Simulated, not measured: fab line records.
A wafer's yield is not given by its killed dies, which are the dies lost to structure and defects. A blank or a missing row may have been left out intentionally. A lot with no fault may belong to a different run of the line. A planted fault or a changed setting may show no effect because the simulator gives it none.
Chamber matching :: flow n5_finfet :: N5_BEOL_M8_CURE_75 on uv_cure-03 has 3 sister chambers
The step cures SiCOH lowk, time 120 s. 6 wafers are shown with their chamber, then 9 later ones without.

## WAFERS PAIRED WITH THEIR CHAMBERS
wafer: L076.4
chamber: 2
wafer_temp_C_max: 372.8
lamp_power_pct (%): 52.32

wafer: L076.6
chamber: 2
wafer_temp_C_max: 372.1
lamp_power_pct (%): 52.32

wafer: L086.4
chamber: 1
wafer_temp_C_max: 372.0
lamp_power_pct (%): 52.30

wafer: L086.6
chamber: 1
wafer_temp_C_max: 372.2
lamp_power_pct (%): 52.24

wafer: L089.3
chamber: 0
wafer_temp_C_max: 371.5
lamp_power_pct (%): 52.23

wafer: L089.4
chamber: 0
wafer_temp_C_max: 371.4
lamp_power_pct (%): 52.29

## WAFERS WHOSE CHAMBER IS MISSING
wafer: L093.1
wafer_temp_C_max: 371.5
lamp_power_pct (%): 52.28

wafer: L093.4
wafer_temp_C_max: 371.1
lamp_power_pct (%): 52.29

wafer: L093.6
wafer_temp_C_max: 371.6
lamp_power_pct (%): 52.37

wafer: L092.2
wafer_temp_C_max: 373.0
lamp_power_pct (%): 52.34

wafer: L092.4
wafer_temp_C_max: 371.7
lamp_power_pct (%): 52.22

wafer: L092.6
wafer_temp_C_max: 372.4
lamp_power_pct (%): 52.33

wafer: L095.3
wafer_temp_C_max: 371.8
lamp_power_pct (%): 52.20

wafer: L095.5
wafer_temp_C_max: 370.7
lamp_power_pct (%): 52.26

wafer: L095.6
wafer_temp_C_max: 371.0
lamp_power_pct (%): 52.26

## WHICH CHAMBER EACH WENT THROUGH
wafer: L093.1
from the rows above: can't be placed: 0 or 1
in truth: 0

wafer: L093.4
from the rows above: can't be placed: 0 or 1
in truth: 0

wafer: L093.6
from the rows above: can't be placed: 2 or 0 or 1
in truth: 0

wafer: L092.2
from the rows above: can't be placed: 2 or 1
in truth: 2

wafer: L092.4
from the rows above: can't be placed: 0 or 1
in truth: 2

wafer: L092.6
from the rows above: can't be placed: 2 or 1
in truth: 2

wafer: L095.3
from the rows above: can't be placed: 0 or 1 or 2
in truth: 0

wafer: L095.5
from the rows above: 0
in truth: 0

wafer: L095.6
from the rows above: 0
in truth: 0
2 of 9 placed correctly. Can't be placed from these rows: 7 (the true chamber is among the candidates in 6). Placed wrongly: 0.
How it was worked out, from the rows above alone: a wafer's distance from a chamber is the root of the sum, over the readings, of the square of ((its reading less the chamber's mean) divided by the reading's scatter). The wafer belongs to the nearest chamber; if the next one is less than 2 further off, it can't be placed. A chamber's mean is the mean of its shown wafers. The scatter: the root of (the sum of the squares of (reading less its chamber's mean) over the shown wafers, divided by (wafers less chambers)).
